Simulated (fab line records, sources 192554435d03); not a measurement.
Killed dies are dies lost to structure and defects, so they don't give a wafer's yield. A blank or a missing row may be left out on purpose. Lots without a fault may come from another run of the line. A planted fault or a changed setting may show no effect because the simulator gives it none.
Which tool did it? | flow n5_finfet | 10 lots, 27 wafers sampled, at 4 steps of a route of 1938

WHAT THE GAUGES READ, wafer by wafer
N5_BEOL_M4_RC_MEAS_101.
lot  | measured     | on        | IOFF_N (nA/um)
L484 | day 7 21:03  | prober-01 | 0.15 0.18 0.14
L485 | day 8 13:50  | prober-02 | 0.15 0.22 0.13
L486 | day 8 20:51  | prober-02 | 0.16 0.14 0.19
L488 | day 9 03:23  | prober-01 | 0.16 0.11 0.21
L489 | day 9 08:04  | prober-02 | 0.11 0.20 0.13
L490 | day 9 10:03  | prober-02 | 0.13 0.16 0.15
L496 | day 12 21:18 | prober-02 | 0.17 0.77
L497 | day 13 09:56 | prober-01 | 0.13 0.22 0.48
L498 | day 13 19:34 | prober-02 | 0.19 0.60
L504 | day 14 15:30 | prober-01 | 0.14 0.16

WHICH TOOL RAN EACH LOT (tool, then ch and the chambers of the sampled wafers, then the start)
lot  | N5_SD_EPI_N_SD_RECESS_17        | N5_BEOL_M4_ANNEAL_51             | N5_BEOL_M4_DEP_57
L484 | rie_si-02 ch 1,2,3, day 3 08:22 | rtp_anneal-01 ch 0, day 7 19:55  | pecvd-03 ch 0,2, day 7 20:46
L485 | rie_si-02 ch 0,2, day 3 16:18   | rtp_anneal-01 ch 0, day 8 12:49  | pecvd-04 ch 0,1, day 8 13:33
L486 | rie_si-02 ch 0,1,2, day 3 19:34 | rtp_anneal-02 ch 0, day 8 19:49  | pecvd-04 ch 0,1,2, day 8 20:35
L488 | rie_si-02 ch 0,2,3, day 4 07:34 | rtp_anneal-01 ch 0, day 9 02:22  | pecvd-04 ch 0,1,2, day 9 03:07
L489 | rie_si-03 ch 0,1,2, day 4 12:44 | rtp_anneal-01 ch 0, day 9 05:16  | pecvd-04 ch 1,2, day 9 06:04
L490 | rie_si-02 ch 0,3, day 4 21:49   | rtp_anneal-01 ch 0, day 9 08:55  | pecvd-01 ch 0,1,2, day 9 09:37
L496 | rie_si-02 ch 0, day 6 07:08     | rtp_anneal-02 ch 0, day 12 20:24 | pecvd-04 ch 0,2, day 12 21:11
L497 | rie_si-02 ch 0,1,3, day 6 13:54 | rtp_anneal-02 ch 0, day 13 09:01 | pecvd-04 ch 0,2, day 13 09:49
L498 | rie_si-02 ch 0,3, day 6 20:28   | rtp_anneal-01 ch 0, day 13 18:26 | pecvd-03 ch 1,2, day 13 19:08
L504 | rie_si-03 ch 1,3, day 8 10:20   | rtp_anneal-01 ch 0, day 14 14:17 | pecvd-03 ch 1,2, day 14 15:04
- N5_SD_EPI_N_SD_RECESS_17: chemistry HBr/Cl2/O2, target depth 41 nm, time 23.7 s, bt time 3 s.
- N5_BEOL_M4_ANNEAL_51: time 90 s.
- N5_BEOL_M4_DEP_57: deposits SiCN from 3MS/NH3, target thk 8 nm, time 14 s.

THE ANSWER, worked out from the rows above alone
Rule: what is usual is taken from the lots themselves. Put in order of their means at a reading, lots are off if they are a third of the lots or fewer, leave a main group of 4 or more, and stand apart from it by a gap of 3 or more times the standard deviation of the main group's means; of several such gaps the widest counts. A main group whose means are all the same, to the digits that the tables above print for the reading, isn't used. A lot without any number at a reading at which 4 lots or more have one is off too. The other lots that the step has rows for count as sound.
Off: L496, L497, L498, at N5_BEOL_M4_RC_MEAS_101 (IOFF_N). The main group: mean 0.16 nA/um, standard deviation 0.0075.
A tool fits if, at a process step before that reading, it ran every lot that is off, and no sound lot after the first of them. The gauges at N5_BEOL_M4_RC_MEAS_101 are tried like those tools. One fits: rie_si-02 at N5_SD_EPI_N_SD_RECESS_17. Its last sound lot is L490 (day 4 21:49), its first lot that is off L496 (day 6 07:08): a fault that began between those two fits.

WHAT THE SIMULATOR HAD PUT IN
Process parameter drift: rie_si-02, from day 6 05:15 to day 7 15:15, at N5_SD_EPI_N_SD_RECESS_17. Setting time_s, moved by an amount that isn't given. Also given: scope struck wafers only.
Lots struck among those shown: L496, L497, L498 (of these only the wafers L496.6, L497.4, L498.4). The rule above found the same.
